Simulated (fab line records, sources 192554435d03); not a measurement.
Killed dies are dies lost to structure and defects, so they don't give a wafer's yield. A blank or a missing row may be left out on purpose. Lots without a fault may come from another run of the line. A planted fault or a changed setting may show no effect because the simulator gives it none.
fab line records | flow n5_finfet
record lots=5 wafers=15 last_day=17
route steps=1938 shown FIN_SAQP@100
lots that met no fault: from a run of the same line without faults
start_h: hours from the record's first day to the start of the lot's first wafer shown | wait_h: hours since the lot's step before | " the same as in the row above | L1.1+2: a row that stands for several wafers | - no value, or no start given | * or withheld: withheld | < > ~ a bound
route shown NAME@n: a module of which the file shows steps, and the number in the route of the first | usual: mean/standard deviation of fault-free wafers | same: alike in all rows | chamber/n: place in a boat | sites: the reading at each site | _std_site: their standard deviation | _edge_site: outer sites' mean less inner sites' | radius_mm: how far each site lies from the wafer's centre | mask NAME#n: copy n | behind: the tool/chamber that last shaped the wafer | hold: why the lot was held/for how many hours/how that ended | device: the transistor (n, p or np) that didn't switch | end of line: the same wafers' tests at the end of the route | a step without rows: its recipe alone | killed: dies lost to structure and defects at the first sort, not the wafer's yield | map: a wafer's dies, x killed, . not, _ none there
set.NAME: the setting as run; set.NAME@STEP: as run at that earlier step | model.NAME: the simulator's own value behind a step, which no gauge read
lots at some steps of the route; a table a step, a row a wafer
services: from which hour (start_h, from the record's first day; less than 0 if before it) a tool's chamber was out of use, for how many hours, and why
## steps
# step N5_FIN_SAQP_PECVD_06
# recipe material=a-Si target_thk_a=600 temp_c=400 precursor=SiH4/He pressure_torr=3 rf_w=100 time_s=48.1
# usual heater_power_w=813/110 rf_fwd_power_W=99.3/0.42 showerhead_plenum_p_Torr=5.65/0.044 throttle_valve_pct=18.1/1.3
# columns lot.wafer tool chamber start_h wait_h heater_power_w rf_fwd_power_W showerhead_plenum_p_Torr since_wet_clean_h throttle_valve_pct
L082.1 pecvd-04 1 70.95 0.0 790 98.6 5.68 356 16.8
L082.2 " 2 " " 818 99.2 5.65 173 16.8
L082.5 " 1 " " 808 98.3 5.67 - 16.8
L087.2 pecvd-04 2 100.14 0.0 898 99.6 5.65 202 16.7
L087.3 " 0 " " 833 99.5 5.60 985 20.8
L087.6 " 2 " " 872 99.4 5.63 - 17.0
L088.1 pecvd-02 2 106.48 0.0 668 99.1 5.70 2079 18.1
L088.3 " 0 " " 806 100.0 5.72 629 18.3
L088.6 " 0 " " 686 99.4 5.73 - 18.5
L093.2 pecvd-02 1 135.70 0.0 735 99.2 5.63 1383 18.2
L093.3 " 0 " " 778 99.2 5.72 658 18.6
L093.5 " 2 " " 691 99.6 5.71 - 18.4
L094.1 pecvd-01 1 142.60 0.0 930 99.3 5.58 1934 18.2
L094.3 " 2 " " 1119 99.5 5.61 455 18.5
L094.6 " 1 " " 903 98.8 5.58 - 18.5
# step N5_FIN_SAQP_THK_MEAS_07
# usual thk_nm=60.0/0.97
# columns lot.wafer tool chamber start_h wait_h thk_nm
L082.1 film_metro-02 - 71.04 0.1 59.8
L082.2 " - " " 60.8
L082.5 " - " " 60.0
L087.2 film_metro-02 - 100.23 0.1 59.8
L087.3 " - " " 60.1
L087.6 " - " " 61.1
L088.1 film_metro-02 - 106.57 0.1 60.2
L088.3 " - " " 59.2
L088.6 " - " " 60.6
L093.2 film_metro-02 - 135.79 0.1 58.9
L093.3 " - " " 59.2
L093.5 " - " " 60.9
L094.1 film_metro-02 - 142.69 0.1 59.6
L094.3 " - " " 59.2
L094.6 " - " " 61.0
# step N5_FIN_SAQP_HM_DEP_72
# recipe material=SiO2 target_thk_a=120 temp_c=400 precursor=SiH4/N2O pressure_torr=0.75 rf_w=275 time_s=7.2
# usual heater_power_w=772/120 rf_fwd_power_W=272.8/1.1 showerhead_plenum_p_Torr=8.08/0.13
# columns lot.wafer tool chamber start_h wait_h heater_power_w rf_fwd_power_W showerhead_plenum_p_Torr since_wet_clean_h
L082.1 pecvd-02 2 71.07 0.0 643 273.4 8.25 2044
L082.2 " 1 " " 705 272.4 8.08 1319
L082.5 " 0 " " 708 272.0 8.28 -
L087.2 pecvd-02 0 100.27 0.0 681 271.2 8.28 623
L087.3 " 2 " " 677 273.1 8.30 2073
L087.6 " 0 " " 664 272.0 8.28 -
L088.1 pecvd-04 1 106.61 0.0 715 269.3 8.20 392
L088.3 " 0 " " 811 273.5 8.00 992
L088.6 " 2 " " 873 272.5 8.08 -
L093.2 pecvd-04 0 135.83 0.0 783 272.6 8.02 1021
L093.3 " 1 " " 684 271.2 8.19 421
L093.5 " 1 " " 684 271.3 8.20 -
L094.1 pecvd-04 0 142.73 0.0 786 273.4 8.00 1028
L094.3 " 1 " " 757 271.3 8.17 428
L094.6 " 2 " " 861 271.6 8.08 -
# step N5_FIN_SAQP_COAT_49
# recipe resist=SOC temp_c=250 time_s=60 spin_rpm=1500 resist_thk_nm=100
# usual plate_temp_C=250.01/0.18
# columns lot.wafer tool chamber start_h wait_h plate_temp_C
L082.1 litho_track-01 0 71.15 0.1 249.91
L082.2 " 0 " " 249.90
L082.5 " 0 " " 250.13
L087.2 litho_track-01 0 100.34 0.1 250.00
L087.3 " 0 " " 250.08
L087.6 " 0 " " 249.71
L088.1 litho_track-05 0 106.69 0.1 250.26
L088.3 " 0 " " 250.23
L088.6 " 0 " " 250.18
L093.2 litho_track-05 0 135.91 0.1 250.21
L093.3 " 0 " " 250.32
L093.5 " 0 " " 250.07
L094.1 litho_track-02 0 142.81 0.1 250.23
L094.3 " 0 " " 250.03
L094.6 " 0 " " 250.01
# step N5_FIN_SAQP_COAT_50
# recipe resist=SiARC temp_c=220 time_s=60 spin_rpm=1500 resist_thk_nm=35
# usual plate_temp_C=220.01/0.17
# columns lot.wafer tool chamber start_h wait_h plate_temp_C
L082.1 litho_track-01 0 - - 219.94
L082.2 " 0 " " 219.89
L082.5 " 0 " " 219.98
L087.2 litho_track-01 0 - - 219.98
L087.3 " 0 " " 219.71
L087.6 " 0 " " 220.01
L088.1 litho_track-05 0 - - 220.11
L088.3 " 0 " " 219.94
L088.6 " 0 " " 220.29
L093.2 litho_track-05 0 - - 219.95
L093.3 " 0 " " 220.01
L093.5 " 0 " " 220.01
L094.1 litho_track-02 0 - - 219.96
L094.3 " 0 " " 220.09
L094.6 " 0 " " 220.00
# step N5_FIN_SAQP_COAT_10
# recipe resist=CAR-ArF spin_rpm=1500 resist_thk_nm=90
# columns lot.wafer tool chamber start_h wait_h
L082.1+2+5 litho_track-01 0 - -
L087.2+3+6 litho_track-01 0 - -
L088.1+3+6 litho_track-05 0 - -
L093.2+3+5 litho_track-05 0 - -
L094.1+3+6 litho_track-02 0 - -
# step N5_FIN_SAQP_EBR_12
# recipe solvent=PGMEA ebr_width_mm=1.5
# same ebr_width_mm=1.5
# columns lot.wafer tool chamber start_h wait_h
L082.1+2+5 litho_track-01 0 - -
L087.2+3+6 litho_track-01 0 - -
L088.1+3+6 litho_track-05 0 - -
L093.2+3+5 litho_track-05 0 - -
L094.1+3+6 litho_track-02 0 - -
# step N5_FIN_SAQP_SOFTBAKE_11
# recipe temp_c=110 time_s=60 resist=CAR-ArF
# usual plate_temp_C=109.97/0.12
# columns lot.wafer tool chamber start_h wait_h plate_temp_C
L082.1 litho_track-01 0 - - 110.03
L082.2 " 0 " " 110.08
L082.5 " 0 " " 110.01
L087.2 litho_track-01 0 - - 110.05
L087.3 " 0 " " 110.09
L087.6 " 0 " " 110.06
L088.1 litho_track-05 0 - - 109.84
L088.3 " 0 " " 109.82
L088.6 " 0 " " 109.95
L093.2 litho_track-05 0 - - 110.02
L093.3 " 0 " " 110.04
L093.5 " 0 " " 109.95
L094.1 litho_track-02 0 - - 109.85
L094.3 " 0 " " 109.93
L094.6 " 0 " " 110.00
# step N5_FIN_SAQP_EXPOSE_13
# recipe mask_id=FIN_CORE na=1.35 source_shape=dipole sigma_inner=0.538 sigma_outer=0.738 polarization=te target_cd_nm=35.6 dose_mj=63.25
# columns lot.wafer tool chamber start_h wait_h mask
L082.1+2+5 arfi_scanner-01 0 71.39 - FIN_CORE#0
L087.2+3+6 arfi_scanner-02 0 100.47 - FIN_CORE#0
L088.1+3+6 arfi_scanner-01 0 106.93 - FIN_CORE#0
L093.2+3+5 arfi_scanner-02 0 136.16 - FIN_CORE#0
L094.1+3+6 arfi_scanner-03 0 143.05 - FIN_CORE#0
# step N5_FIN_SAQP_PEB_14
# recipe peb_temp_c=withheld peb_time_s=60 resist=CAR-ArF
# columns lot.wafer tool chamber start_h wait_h
L082.1+2+5 litho_track-02 0 71.45 0.1
L087.2+3+6 litho_track-02 0 100.52 0.0
L088.1+3+6 litho_track-02 0 106.99 0.1
L093.2+3+5 litho_track-01 0 136.21 0.0
L094.1+3+6 litho_track-02 0 143.11 0.1
# step N5_FIN_SAQP_DEVELOP_15
# recipe develop_time_s=30 developer=TMAH resist=CAR-ArF dev_temp_c=23 rinse_liquid=diw dry=air_spin
# columns lot.wafer tool chamber start_h wait_h
L082.1+2+5 litho_track-02 0 - -
L087.2+3+6 litho_track-02 0 - -
L088.1+3+6 litho_track-02 0 - -
L093.2+3+5 litho_track-01 0 - -
L094.1+3+6 litho_track-02 0 - -
# step N5_FIN_SAQP_CD_MEAS_16
# recipe target_cd_nm=35.6 landing_energy_ev=500 detector=se_inlens
# usual cd_nm=35.8/0.42
# columns lot.wafer tool chamber start_h wait_h cd_nm
L082.1 cd_sem-03 0 71.52 - 36.1
L082.2 " 0 " " 36.1
L082.5 " 0 " " 36.2
L087.2 cd_sem-01 0 100.59 - 35.5
L087.3 " 0 " " 35.5
L087.6 " 0 " " 35.5
L088.1 cd_sem-01 0 107.06 - 35.2
L088.3 " 0 " " 36.1
L088.6 " 0 " " 35.5
L093.2 cd_sem-01 0 136.28 - 35.8
L093.3 " 0 " " 35.9
L093.5 " 0 " " 36.4
L094.1 cd_sem-01 0 143.18 - 35.2
L094.3 " 0 " " 35.9
L094.6 " 0 " " 35.1
# step N5_FIN_SAQP_OVL_MEAS_17
# recipe points_per_wafer=44
# usual FIN_CORE_OVL=-0.7/0.87
# columns lot.wafer tool chamber start_h wait_h FIN_CORE_OVL[nm]
L082.1 overlay-01 0 71.56 0.0 -0.4
L082.2 " 0 " " -0.7
L082.5 " 0 " " -1.1
L087.2 overlay-01 0 100.63 0.0 -0.3
L087.3 " 0 " " 0.4
L087.6 " 0 " " -0.9
L088.1 overlay-01 0 107.10 0.0 -1.1
L088.3 " 0 " " -1.3
L088.6 " 0 " " 0.2
L093.2 overlay-02 0 136.32 0.0 -1.9
L093.3 " 0 " " 0.4
L093.5 " 0 " " -0.5
L094.1 overlay-02 0 143.22 0.0 -0.8
L094.3 " 0 " " -2.1
L094.6 " 0 " " -1.6
# step N5_FIN_SAQP_INSPECT_18
# recipe mode=adi inspect_instrument=brightfield
# usual raw_defect_count=440/130
# columns lot.wafer tool chamber start_h wait_h raw_defect_count
L082.1 defect_inspect-02 - 71.58 0.0 562
L082.2 " - " " 503
L082.5 " - " " 382
L087.2 defect_inspect-02 - 100.66 0.0 395
L087.3 " - " " 475
L087.6 " - " " 508
L088.1 defect_inspect-02 - 107.12 0.0 670
L088.3 " - " " 440
L088.6 " - " " 349
L093.2 defect_inspect-01 - 136.34 0.0 352
L093.3 " - " " 435
L093.5 " - " " 409
L094.1 defect_inspect-01 - 143.24 0.0 569
L094.3 " - " " 750
L094.6 " - " " 539
# step N5_FIN_SAQP_DESCUM_21
# recipe chemistry=O2 time_s=7.9 source_power_w=50 bias_power_w=20 pressure_mtorr=20 rf_frequency_hz=2.712e+07 temp_c=40 resist=CAR-ArF o2_flow_sccm=225
# usual bias_power_w=20.00/0.066 chamber_pressure_mTorr=19.998/0.017 drypump_motor_current_A=5.7/0.4 oes_product_au=0.76/0.082 rf_fwd_power_W=49.31/0.2 rf_vpp_V=242.7/1.3 showerhead_plenum_p_Torr=2.06/0.066 throttle_valve_pct=20.39/0.3
# columns lot.wafer tool chamber start_h wait_h bias_power_w chamber_pressure_mTorr drypump_motor_current_A oes_product_au rf_fwd_power_W rf_hours_counter_h rf_vpp_V showerhead_plenum_p_Torr throttle_valve_pct
L082.1 rie_diel-05 2 71.62 0.0 20.01 19.984 5.1 0.74 49.48 173 243.8 2.17 20.21
L082.2 " 1 " " 19.92 20.011 6.1 0.95 49.40 3 241.1 2.07 20.16
L082.5 " 0 " " 19.98 20.004 5.7 0.71 49.49 - 241.8 2.02 20.80
L087.2 rie_diel-06 0 100.69 0.0 20.02 19.973 6.6 0.71 49.31 226 243.1 2.06 20.70
L087.3 " 3 " " 19.93 20.015 6.5 0.92 49.59 24 241.9 2.02 20.09
L087.6 " 1 " " 20.03 19.972 6.0 0.73 49.36 - 243.3 2.09 20.84
L088.1 rie_diel-04 1 107.22 0.1 19.90 19.981 5.2 0.72 49.49 163 241.0 2.01 20.05
L088.3 " 2 " " 20.09 19.985 5.8 0.74 49.14 156 244.5 2.20 20.66
L088.6 " 0 " " 19.94 20.012 5.7 0.71 49.35 - 242.8 2.00 20.39
L093.2 rie_diel-05 1 136.38 0.0 19.90 20.011 6.1 0.88 48.91 27 243.3 2.06 20.21
L093.3 " 2 " " 19.93 20.012 5.1 0.73 49.18 190 243.0 2.17 20.24
L093.5 " 0 " " 20.01 19.962 5.7 0.69 49.48 - 242.4 2.01 20.85
L094.1 rie_diel-06 0 143.38 0.1 19.96 19.984 6.6 0.70 49.22 231 242.8 2.06 20.72
L094.3 " 2 " " 19.92 20.005 5.4 0.70 49.29 184 240.6 1.99 20.42
L094.6 " 1 " " 20.03 20.001 6.0 0.71 49.53 - 243.6 2.08 20.88
# step N5_FIN_SAQP_ETCH_51
# recipe chemistry=CF4 target=SiARC target_depth_a=455 mask_material=CAR-ArF time_s=75.8 ion_energy_ev=80 pressure_mtorr=40 source_w=545 bias_w=36 Ar_flow_sccm=100 cf4_flow_sccm=100 ends=cleared
# usual cf4_flow_sccm=100.01/0.28 chamber_pressure_mTorr=40.00/0.036 drypump_motor_current_A=5.7/0.4 etch_rf_on_time_s=75.2/2 mfc_ar_sccm=99.98/0.3 oes_product_au=0.65/0.074 rf_fwd_power_W=538.6/2.3 rf_vpp_V=183.6/1.3 showerhead_plenum_p_Torr=2.11/0.065 throttle_valve_pct=15.56/0.26
# columns lot.wafer tool chamber start_h wait_h cf4_flow_sccm chamber_pressure_mTorr drypump_motor_current_A etch_rf_on_time_s mfc_ar_sccm oes_product_au rf_fwd_power_W rf_hours_counter_h rf_vpp_V showerhead_plenum_p_Torr throttle_valve_pct
L082.1 rie_diel-05 2 71.66 0.0 99.67 39.97 5.1 77.6 99.82 0.62 541.4 173 185.9 2.24 15.55
L082.2 " 1 " " 100.21 39.98 6.1 73.4 99.61 0.82 536.5 3 184.6 2.11 15.16
L082.5 " 0 " " 100.31 40.06 5.7 74.7 99.76 0.61 538.9 - 182.0 2.04 15.79
L087.2 rie_diel-06 0 100.72 0.0 100.01 40.04 6.6 76.6 99.92 0.60 537.0 226 183.8 2.13 16.01
L087.3 " 3 " " 99.98 39.97 6.5 69.8 100.06 0.81 541.2 24 181.8 2.07 15.28
L087.6 " 1 " " 99.43 40.01 6.0 71.2 99.74 0.63 537.7 - 183.3 2.11 15.93
L088.1 rie_diel-04 1 107.25 0.0 99.82 39.99 5.2 77.6 99.54 0.62 536.6 163 181.4 2.06 15.33
L088.3 " 2 " " 99.87 40.04 5.8 76.7 100.10 0.64 534.4 156 184.2 2.21 15.66
L088.6 " 0 " " 100.04 40.01 5.6 76.4 100.17 0.59 537.3 - 184.1 2.04 15.54
L093.2 rie_diel-05 1 136.41 0.0 99.71 40.02 6.1 74.9 99.93 0.76 536.8 27 183.9 2.10 15.21
L093.3 " 2 " " 99.92 39.97 5.1 78.5 99.62 0.61 541.4 190 185.3 2.24 15.59
L093.5 " 0 " " 99.52 39.98 5.7 75.6 99.81 0.60 541.0 - 183.3 2.04 15.83
L094.1 rie_diel-06 0 143.42 0.0 99.82 40.05 6.6 75.1 100.24 0.61 536.5 231 184.6 2.13 16.03
L094.3 " 2 " " 100.15 39.98 5.4 76.2 99.72 0.61 541.0 184 183.3 2.03 15.67
L094.6 " 1 " " 99.93 40.00 6.0 71.9 99.37 0.62 538.0 - 184.7 2.11 15.99
# step N5_FIN_SAQP_ETCH_52
# recipe chemistry=N2/H2 target=SOC target_depth_a=1000 overetch_a=200 mask_material=SiARC temp_c=40 time_s=150 ion_energy_ev=200 pressure_mtorr=30 source_w=840 bias_w=150 n2_flow_sccm=200 h2_flow_sccm=200 ends=end_point
# usual chamber_pressure_mTorr=30.000/0.025 drypump_motor_current_A=5.7/0.41 oes_product_au=0.68/0.07 rf_fwd_power_W=835.9/2.6 rf_vpp_V=522.7/2.3 showerhead_plenum_p_Torr=2.50/0.085 throttle_valve_pct=17.80/0.27
# columns lot.wafer tool chamber start_h wait_h chamber_pressure_mTorr drypump_motor_current_A oes_product_au rf_fwd_power_W rf_hours_counter_h rf_vpp_V showerhead_plenum_p_Torr throttle_valve_pct
L082.1 rie_diel-05 2 71.71 0.0 29.988 5.1 0.66 835.9 173 524.7 2.65 17.69
L082.2 " 1 " " 29.991 6.1 0.85 834.8 3 521.7 2.52 17.58
L082.5 " 0 " " 29.949 5.7 0.64 844.7 - 520.8 2.39 17.80
L087.2 rie_diel-06 0 100.78 0.0 30.047 6.6 0.64 831.7 226 522.3 2.49 18.00
L087.3 " 3 " " 30.052 6.5 0.81 836.9 24 522.1 2.49 17.67
L087.6 " 1 " " 29.962 6.0 0.64 837.5 - 523.9 2.52 18.13
L088.1 rie_diel-04 1 107.31 0.0 30.017 5.2 0.66 837.5 163 521.0 2.44 17.41
L088.3 " 2 " " 30.003 5.8 0.67 836.0 156 528.0 2.66 18.01
L088.6 " 0 " " 29.947 5.6 0.63 837.3 - 519.2 2.42 17.87
L093.2 rie_diel-05 1 136.47 0.0 29.980 6.1 0.79 833.0 27 524.2 2.51 17.62
L093.3 " 2 " " 30.014 5.1 0.65 834.0 190 526.3 2.65 17.70
L093.5 " 0 " " 30.025 5.7 0.62 838.9 - 520.9 2.38 17.84
L094.1 rie_diel-06 0 143.48 0.0 29.987 6.6 0.64 833.9 231 523.4 2.48 18.03
L094.3 " 2 " " 30.035 5.5 0.65 836.9 184 521.1 2.45 18.14
L094.6 " 1 " " 30.001 6.0 0.62 832.0 - 522.0 2.51 18.16
# step N5_FIN_SAQP_STRIP_53
# recipe chemistry=N2/H2 temp_c=40 n2_flow_sccm=200 h2_flow_sccm=200 rf_frequency_hz=6e+07
# columns lot.wafer tool chamber start_h wait_h
L082.1+2+5 rie_diel-05 2,1,0 71.81 0.0
L087.2+3+6 rie_diel-06 0,3,1 100.88 0.0
L088.1+3+6 rie_diel-04 1,2,0 107.41 0.0
L093.2+3+5 rie_diel-05 1,2,0 136.56 0.0
L094.1+3+6 rie_diel-06 0,2,1 143.57 0.0
# step N5_FIN_SAQP_HM_OPEN_73
# recipe chemistry=CHF3/O2 target=SiO2 stop_on=a-Si target_depth_a=120 over_etch_frac=1.8 mask_material=SOC time_s=16.8 pressure_mtorr=30 source_w=650 bias_w=170 Ar_flow_sccm=200 CHF3_flow_sccm=50 O2_flow_sccm=5 ion_energy_ev=200 ends=end_point
# usual chamber_pressure_mTorr=30.000/0.027 drypump_motor_current_A=5.7/0.4 mfc_ar_sccm=200.0/0.66 oes_o_777_au=0.78/0.08 oes_product_au=0.46/0.048 rf_fwd_power_W=644.0/2.4 rf_vpp_V=518/10 showerhead_plenum_p_Torr=2.37/0.076 throttle_valve_pct=18.75/0.24
# columns lot.wafer tool chamber start_h wait_h chamber_pressure_mTorr drypump_motor_current_A mfc_ar_sccm oes_o_777_au oes_product_au rf_fwd_power_W rf_hours_counter_h rf_vpp_V showerhead_plenum_p_Torr throttle_valve_pct
L082.1 rie_diel-05 2 71.82 0.0 29.980 5.1 200.5 0.74 0.45 645.4 173 521 2.52 18.77
L082.2 " 1 " " 29.991 6.1 200.3 0.97 0.57 639.3 3 519 2.39 18.50
L082.5 " 0 " " 29.999 5.8 200.3 0.75 0.43 648.0 - 532 2.30 18.99
L087.2 rie_diel-06 0 100.89 0.0 30.012 6.6 199.3 0.72 0.43 645.5 226 516 2.39 19.16
L087.3 " 3 " " 29.993 6.5 198.9 0.95 0.55 648.8 24 497 2.33 18.46
L087.6 " 1 " " 29.987 6.0 200.1 0.75 0.43 643.3 - 527 2.36 19.02
L088.1 rie_diel-04 1 107.42 0.0 30.019 5.2 199.4 0.74 0.44 645.1 163 515 2.30 18.40
L088.3 " 2 " " 29.978 5.8 200.2 0.77 0.44 645.4 156 513 2.49 18.88
L088.6 " 0 " " 29.997 5.6 199.4 0.73 0.42 646.5 - 514 2.31 18.75
L093.2 rie_diel-05 1 136.57 0.0 29.949 6.1 199.0 0.90 0.53 643.5 27 516 2.38 18.54
L093.3 " 2 " " 29.994 5.1 200.1 0.72 0.44 645.6 190 520 2.52 18.78
L093.5 " 0 " " 29.946 5.7 199.9 0.73 0.41 643.1 - 531 2.29 19.04
L094.1 rie_diel-06 0 143.58 0.0 30.048 6.6 199.9 0.72 0.43 644.6 231 516 2.39 19.17
L094.3 " 2 " " 30.036 5.5 200.3 0.72 0.43 644.6 184 540 2.27 18.78
L094.6 " 1 " " 29.960 6.0 199.8 0.74 0.42 641.3 - 525 2.36 19.08
# step N5_FIN_SAQP_STRIP_74
# recipe chemistry=CHF3/O2 resist=SiARC rf_frequency_hz=6e+07
# columns lot.wafer tool chamber start_h wait_h
L082.1+2+5 rie_diel-05 2,1,0 71.87 0.0
L087.2+3+6 rie_diel-06 0,3,1 100.94 0.0
L088.1+3+6 rie_diel-04 1,2,0 107.47 0.0
L093.2+3+5 rie_diel-05 1,2,0 136.63 0.0
L094.1+3+6 rie_diel-06 0,2,1 143.64 0.0
# step N5_FIN_SAQP_MANDREL_ETCH_22
# recipe target_depth_a=600 chemistry=HBr/Cl2 target=a-Si stop_on=SiNx bt_time_s=10 over_etch_frac=0.5 time_s=30 pressure_mtorr=10 icp_w=800 bias_w=75 HBr_flow_sccm=150 Cl2_flow_sccm=80 ends=end_point
# usual chamber_pressure_mTorr=10.000/0.0085 drypump_motor_current_A=5.7/0.43 mfc_cl2_sccm=80.01/0.23 oes_product_au=0.762/0.011 rf_fwd_power_W=795.8/2.9 throttle_valve_pct=35.2/0.44
# columns lot.wafer tool chamber start_h wait_h chamber_pressure_mTorr drypump_motor_current_A mfc_cl2_sccm oes_product_au rf_fwd_power_W rf_hours_counter_h throttle_valve_pct
L082.1 rie_si-01 2 71.91 0.0 10.005 5.3 80.21 0.752 796.9 90 34.6
L082.2 " 3 " " 10.011 5.4 80.21 0.766 795.9 60 35.4
L082.5 " 0 " " 10.001 6.1 80.18 0.756 796.3 - 35.4
L087.2 rie_si-04 1 100.97 0.0 9.999 5.5 79.70 0.766 793.0 108 35.4
L087.3 " 3 " " 9.993 5.6 80.01 0.754 798.5 2 35.7
L087.6 " 1 " " 9.987 5.5 79.64 0.777 797.0 - 35.4
L088.1 rie_si-04 0 107.50 0.0 10.005 5.6 79.99 0.766 801.0 125 35.6
L088.3 " 1 " " 10.004 5.5 79.53 0.760 795.7 108 35.4
L088.6 " 2 " " 10.020 6.4 79.98 0.771 791.2 - 34.3
L093.2 rie_si-06 3 136.66 0.0 10.000 6.0 80.11 0.758 798.4 73 35.5
L093.3 " 0 " " 10.007 4.8 80.15 0.745 798.8 27 34.9
L093.5 " 0 " " 10.003 4.8 80.03 0.768 799.9 - 34.8
L094.1 rie_si-06 1 143.67 0.0 9.991 5.8 80.25 0.777 797.0 97 34.9
L094.3 " 0 " " 10.013 4.8 79.62 0.748 793.8 27 34.9
L094.6 " 3 " " 9.995 6.0 79.77 0.774 794.3 - 35.5
# step N5_FIN_SAQP_STRIP_55
# recipe chemistry=N2/H2 power_w=500 temp_c=40 pressure_mtorr=50 rf_frequency_hz=6e+07 overash_fraction=0.3 bias_power_w=28 h2_frac=0.5 n2_flow_sccm=300 h2_flow_sccm=300
# usual bias_power_w=27.99/0.078 chamber_pressure_mTorr=50.01/0.071 drypump_motor_current_A=5.7/0.43 oes_product_au=0.75/0.079 rf_vpp_V=121.7/1.6 showerhead_plenum_p_Torr=3.30/0.11 throttle_valve_pct=19.0/0.45
# columns lot.wafer tool chamber start_h wait_h bias_power_w chamber_pressure_mTorr drypump_motor_current_A oes_product_au rf_hours_counter_h rf_vpp_V showerhead_plenum_p_Torr throttle_valve_pct
L082.1 rie_diel-04 1 72.01 0.1 28.06 50.02 5.2 0.73 150 121.6 3.23 18.3
L082.2 " 0 " " 27.92 49.92 5.6 0.70 201 117.8 3.21 19.4
L082.5 " 0 " " 27.94 50.08 5.6 0.71 - 120.7 3.21 19.4
L087.2 rie_diel-06 0 101.07 0.1 28.08 50.03 6.6 0.69 226 122.1 3.29 19.1
L087.3 " 2 " " 28.10 50.06 5.5 0.71 167 122.5 3.24 19.6
L087.6 " 2 " " 28.08 49.87 5.5 0.72 - 122.3 3.24 19.6
L088.1 rie_diel-06 0 107.60 0.1 27.96 49.99 6.6 0.70 229 123.6 3.29 19.1
L088.3 " 3 " " 28.02 50.04 6.5 0.90 26 122.1 3.29 18.8
L088.6 " 0 " " 27.97 49.95 6.7 0.70 - 120.6 3.29 19.0
L093.2 rie_diel-04 0 136.76 0.1 28.06 50.09 5.6 0.70 225 121.5 3.20 19.4
L093.3 " 1 " " 28.01 50.07 5.2 0.71 173 120.0 3.22 18.3
L093.5 " 0 " " 28.09 50.05 5.6 0.70 - 119.2 3.19 19.4
L094.1 rie_diel-06 3 143.77 0.1 28.00 50.14 6.5 0.87 42 121.8 3.28 18.8
L094.3 " 2 " " 27.99 50.10 5.5 0.71 185 121.1 3.23 19.6
L094.6 " 2 " " 27.98 49.92 5.4 0.70 - 118.7 3.24 19.6
# step N5_FIN_SAQP_STRIP_23
# recipe chemistry=SPM time_s=750 temp_c=130 h2so4_h2o2_vol_ratio=4
# columns lot.wafer tool chamber start_h wait_h
L082.1+2+5 wet_bench-01 3,2,4 72.08 -
L087.2+3+6 wet_bench-06 0,3,7 101.14 -
L088.1+3+6 wet_bench-06 3,1,2 107.67 -
L093.2+3+5 wet_bench-06 1,5,2 136.82 -
L094.1+3+6 wet_bench-05 1,5,3 143.83 -
# step N5_FIN_SAQP_SRD_66
# recipe dry=ipa_marangoni time_s=30 temp_c=23 rinse_liquid=diw
# columns lot.wafer tool chamber start_h wait_h
L082.1+2+5 wet_bench-01 3,2,4 72.29 0.0
L087.2+3+6 wet_bench-06 0,3,7 101.36 0.0
L088.1+3+6 wet_bench-06 3,1,2 107.89 0.0
L093.2+3+5 wet_bench-06 1,5,2 137.03 0.0
L094.1+3+6 wet_bench-05 1,5,3 144.04 0.0
# step N5_FIN_SAQP_RECESS_75
# recipe chemistry=HF/NH3 target=SiO2 target_depth_a=144 afs_cycles=3 temp_c=30 sublimation_temp_c=180 sublimation_time_s=60
# usual drypump_motor_current_A=5.9/0.47
# columns lot.wafer tool chamber start_h wait_h drypump_motor_current_A
L082.1 vapor_etch-02 0 72.34 0.0 5.4
L082.2 " 1 " " 6.4
L082.5 " 1 " " 6.4
L087.2 vapor_etch-02 0 101.41 0.0 5.4
L087.3 " 0 " " 5.4
L087.6 " 0 " " 5.4
L088.1 vapor_etch-01 1 107.94 0.0 6.1
L088.3 " 1 " " 6.1
L088.6 " 0 " " 5.5
L093.2 vapor_etch-01 0 137.09 0.0 5.5
L093.3 " 1 " " 6.1
L093.5 " 1 " " 6.1
L094.1 vapor_etch-02 0 144.09 0.0 5.4
L094.3 " 1 " " 6.5
L094.6 " 1 " " 6.4
# step N5_FIN_SAQP_SPACER1_ALD_24
# recipe material=SiO2 target_thk_a=203 temp_c=300 ald_precursor_family=BDEAS ald_co_reactant=O2-plasma pulse_time_s=1 purge_time_s=2 co_reactant_purge_time_s=2 ald_cycles=218 pressure_torr=2
# usual heater_power_w=473/47 precursor_pulse_height_rel=1.002/0.02
# same ald_cycles=218
# columns lot.wafer tool chamber start_h wait_h heater_power_w precursor_pulse_height_rel since_wet_clean_h
L082.1 ald_sin-02 3 72.72 0.3 491 0.988 171
L082.2 " 0 " " 412 0.992 171
L082.5 " 2 " " 493 1.003 -
L087.2 ald_sin-04 2 101.82 0.3 486 0.985 291
L087.3 " 1 " " 555 0.999 291
L087.6 " 3 " " 456 0.980 -
L088.1 ald_sin-02 1 108.40 0.3 477 0.978 206
L088.3 " 2 " " 468 1.007 206
L088.6 " 2 " " 495 1.012 -
L093.2 ald_sin-01 1 137.47 0.3 409 0.990 38
L093.3 " 2 " " 531 1.033 38
L093.5 " 1 " " 394 0.996 -
L094.1 ald_sin-01 3 144.72 0.5 408 1.012 46
L094.3 " 0 " " 426 1.004 46
L094.6 " 0 " " 416 1.005 -
## services
# columns tool chamber start_h hours kind
arfi_scanner-03 - 48.07 0.8 pm
pecvd-04 0 52.84 12.6 repair
arfi_scanner-02 - 54.72 1.3 pm
rie_si-01 1 56.45 16.6 repair
rie_diel-06 - 59.51 0.8 repair
rie_diel-05 2 59.86 3.2 repair
arfi_scanner-02 - 60.92 1.0 pm
rie_diel-05 - 63.26 0.9 repair
arfi_scanner-01 - 76.67 1.0 pm
pecvd-04 - 85.19 0.5 repair
ald_sin-01 - 85.25 14.0 pm
rie_si-04 - 86.87 0.8 repair
rie_diel-05 2 90.55 4.2 repair
arfi_scanner-01 - 90.63 1.0 pm
arfi_scanner-01 - 97.73 1.2 repair
rie_diel-06 0 107.86 29.5 repair
rie_diel-05 2 112.56 7.4 repair
arfi_scanner-02 - 114.04 0.8 pm
arfi_scanner-01 - 116.01 1.3 pm
pecvd-02 - 128.27 6.0 pm
rie_diel-04 2 130.36 10.1 repair
rie_diel-05 3 134.08 65.0 repair
arfi_scanner-01 - 135.93 0.6 repair
arfi_scanner-02 - 140.99 3.4 repair
## key
fault none
